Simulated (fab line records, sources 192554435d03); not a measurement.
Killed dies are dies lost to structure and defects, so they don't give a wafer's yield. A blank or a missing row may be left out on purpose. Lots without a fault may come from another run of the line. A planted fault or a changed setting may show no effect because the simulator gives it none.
Problem report in the 8D (eight disciplines) form, filled by code | flow n5_finfet | the parts of the form that need people (team, actions taken, sign-off) are left out

1. THE PROBLEM
run_length_s at N5_BEOL_M10_VIA_ETCH_34 reads a mean of 109.7 s on 2 wafers of 2 lots; wafers without a fault read 92.5 s with a standard deviation of 0.36. That is +48 standard deviations from the usual mean.
The step: etches SiCOH lowk in C4F6/O2, target depth 184.5 nm, time 69.2 s.
First seen on wafer L397.1, day 12 17:31, on rie_diel-02. The record holds 27 wafers of 9 lots with a number at this step. Rule for "out", or "out of limits": more than 4 standard deviations from the usual mean. The other wafers with a number count as sound.

2. WHAT IT IS AND WHAT IT IS NOT
question                    | is                | is not
which readings at this step | run_length_s      | O2_flow_sccm, bias_w, drypump_motor_current_A, mfc_ar_sccm, oes_product_au, rf_vpp_V, showerhead_plenum_p_Torr, throttle_valve_pct
which lots                  | L397, L399        | L388, L389, L392, L394, L407, L408, L411
which wafers of those lots  | L397.1, L399.3    | L397.2, L397.6, L399.1, L399.6
read on which tools         | rie_diel-02       | rie_diel-01, rie_diel-04
when                        | from day 12 17:31 | up to then (14 sound wafers); but 11 sound wafers of L399, L407, L408, L411 came after

3. SUSPECTS, AND WHAT RULES EACH OUT
Counting: a tool at a process step up to the reading stays a suspect if it ran every lot that is out. Sound lots after the first of them don't rule it out here, since some wafers of a struck lot are sound.
- rie_diel-02 at N5_BEOL_M10_VIA_ETCH_34 (etches SiCOH lowk in C4F6/O2, target depth 184.5 nm, time 69.2 s): kept. It ran every lot that is out, first L397 (day 12 17:31); its last sound lot up to then is L392 (day 12 02:52). Its own readings are out on those wafers: run_length_s.
- Within rie_diel-02 at N5_BEOL_M10_VIA_ETCH_34: the wafers that are out ran in chamber 0; their sound lot-mates ran in chambers 1, 3.
Left after counting: rie_diel-02 at N5_BEOL_M10_VIA_ETCH_34.

4. THE CAUSE (what the simulator had put in)
Process parameter drift: rie_diel-02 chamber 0, from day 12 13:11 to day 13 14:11, at N5_BEOL_M10_VIA_ETCH_34. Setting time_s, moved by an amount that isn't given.
Counting left only this tool.

5. THE CHAIN OF EFFECTS, in route order
Each row: a reading whose mean over the struck wafers that have a number lies more than 3 standard deviations from the usual. Only readings for which the record gives a usual standard deviation are gone through. hours: the time from each lot's start at the first step in this table that gives one to its start at this step, as a median over the lots. sigmas: the change in usual standard deviations.
hours | step                    | reading      | usual  | on struck wafers | change | sigmas
0     | N5_BEOL_M10_VIA_ETCH_34 | run_length_s | 92.5 s | 109.7            | +17.2  | +48
The process steps in it:
- N5_BEOL_M10_VIA_ETCH_34: etches SiCOH lowk in C4F6/O2, target depth 184.5 nm, time 69.2 s.

6. WHAT WOULD HAVE CAUGHT IT SOONER
In this record the first reading out of limits was taken at day 12 17:31, 4 hours after the fault began at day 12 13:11.
